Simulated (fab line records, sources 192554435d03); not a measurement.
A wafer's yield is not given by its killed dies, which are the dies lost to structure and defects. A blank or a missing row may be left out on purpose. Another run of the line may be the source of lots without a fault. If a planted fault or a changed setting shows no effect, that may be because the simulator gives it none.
A lot that was struck, set against a sound lot + flow n5_finfet + 17 out of 1938 route steps
Sound: wafers L286.4, L286.5, L286.6. Struck: wafer L284.6. (L284.2 of the same lot was not struck and is left out.) The cause comes at the end.
Order at every step that has rows: each side's tool, ch and its chambers, its first start. Under that, the readings that differ: sound wafers + struck wafers + difference of the means + sigmas: that difference in standard deviations of wafers without a fault.
alike: a reading whose means differ by less than 2 such deviations, as well as words and numbers matching on both sides. not compared: withheld readings; readings where some wafer has no value; bounds like >300 that might hide an equal value; numbers whose values overlap and for which the record gives no deviation.
Wherever a step has rows on one side only, a row that says differs or no value, or a row with sigmas, the two part there. Numbers that don't overlap but have no deviation are shown without sigmas and don't part them. Lack of a reading on every wafer of one side parts them only where that side has two or more wafers.

N5_BEOL_M15_ETCH_61: etches BARC in N2/H2, target depth 89 nm, overetch 26.7 nm, time 67.9 s.
  sound on rie_diel-05 ch 2,3, day 15 23:46; struck on rie_diel-02 ch 3, day 15 05:21
| reading                     | sound             | struck | difference | sigmas |
|-----------------------------|-------------------|--------|------------|--------|
| drypump_motor_current_A (A) | 5.4 5.4 5.7       | 6.6    | +1.1       | +2     |
| throttle_valve_pct (%)      | 18.39 18.38 17.85 | 17.55  | -0.66      | -3     |
  alike: bias_w, oes_product_au, rf_vpp_V, showerhead_plenum_p_Torr
  not compared: rf_hours_counter_h
N5_BEOL_M15_TRENCH_ETCH_34: etches SiO2 in C4F8/O2/Ar, target depth 872.93 nm, time 199 s.
  sound on rie_diel-05 ch 2,3, day 15 23:50; struck on rie_diel-02 ch 3, day 15 05:24
| reading                     | sound             | struck | difference | sigmas |
|-----------------------------|-------------------|--------|------------|--------|
| drypump_motor_current_A (A) | 5.4 5.4 5.8       | 6.6    | +1.1       | +2     |
| throttle_valve_pct (%)      | 31.30 31.31 30.92 | 30.62  | -0.56      | -2     |
  alike: bias_w, oes_product_au, rf_vpp_V, showerhead_plenum_p_Torr
  not compared: rf_hours_counter_h
then, 1 step without rows for these wafers: N5_BEOL_M15_STRIP_36 (strips in O2).
N5_BEOL_M15_STRIP_62: strips in O2.
  sound: rie_diel-06 ch 1,2; struck: rie_diel-02 ch 1
| reading                         | sound          | struck | difference | sigmas |
|---------------------------------|----------------|--------|------------|--------|
| showerhead_plenum_p_Torr (Torr) | 1.97 2.08 1.97 | 2.16   | +0.15      | +2     |
  alike: drypump_motor_current_A, oes_product_au, rf_vpp_V, throttle_valve_pct
  not compared: rf_hours_counter_h
then, 4 steps without rows for these wafers: N5_BEOL_M15_STRIP_37 (strips in O2); N5_BEOL_M15_ETCH_38 (etches SiCN in CF4/N2, target depth 106.4 nm, time 120.5 s); N5_BEOL_M15_PRECLEAN_39 (cleans in residue remover, time 60 s); N5_BEOL_M15_SRD_40 (time 30 s, dry time 30 s).
N5_BEOL_M15_DEGAS_41: time 60 s.
  sound on pvd_sputter-02, day 16 01:59; struck on pvd_sputter-03, day 15 09:21
  alike: heater_power_w, susceptor_temp_C
then, 2 steps without rows for these wafers: N5_BEOL_M15_PRE_CLEAN_42 (time 30 s); N5_BEOL_M15_SPUTTER_43 (material TaN, target thk 15 nm, time 24.19 s).
N5_BEOL_M15_SPUTTER_44: material Ta, target thk 15 nm, time 24.19 s.
  sound on pvd_sputter-02, day 16 02:08; struck on pvd_sputter-03, day 15 09:31
| reading                                     | sound        | struck | difference | sigmas |
|---------------------------------------------|--------------|--------|------------|--------|
| model.Ta_of_BEOL_M15_SPUTTER_44.thk_nm (nm) | 15.2 15.4 15 | 24.8   | +9.6       |        |
  alike: chamber_pressure_pa, substrate_temp_c, susceptor_temp_C, throttle_valve_pct
N5_BEOL_M15_SPUTTER_45: material Cu, target thk 100 nm, time 16.67 s.
  sound on pvd_sputter-02, day 16 02:13; struck on pvd_sputter-03, day 15 09:35
  alike: chamber_pressure_pa, substrate_temp_c, susceptor_temp_C, throttle_valve_pct
then, 2 steps without rows for these wafers: N5_BEOL_M15_ECD_47 (material Cu, target thk 1860 nm); N5_BEOL_M15_ANNEAL_48 (time 90 s).
N5_BEOL_M15_CMP_49: polishes, stops on SiO2, t overpolish 4.9 s, target thk 850 nm.
  sound on cmp-03 ch 0,1, day 16 03:09; struck on cmp-04 ch 2, day 15 10:36
| reading                      | sound             | struck | difference | sigmas |
|------------------------------|-------------------|--------|------------|--------|
| barrier_field_endpoint_s (s) | 11.55 11.32 11.52 | 15.29  | +3.83      | +14    |
  alike: edge_zone_pressure_frac, motor_current_A
N5_BEOL_M15_THK_MEAS_50: measures by xrf.
  sound on film_metro-02, day 16 03:27; struck on film_metro-02, day 15 10:49
  alike: M15_THK

== WHERE THEY PART ==
At N5_BEOL_M15_ETCH_61 first; at N5_BEOL_M15_CMP_49 last (within this record only). Later steps at which nothing parts them and some readings are alike: N5_BEOL_M15_THK_MEAS_50.

WHY: what had been put in by the simulator
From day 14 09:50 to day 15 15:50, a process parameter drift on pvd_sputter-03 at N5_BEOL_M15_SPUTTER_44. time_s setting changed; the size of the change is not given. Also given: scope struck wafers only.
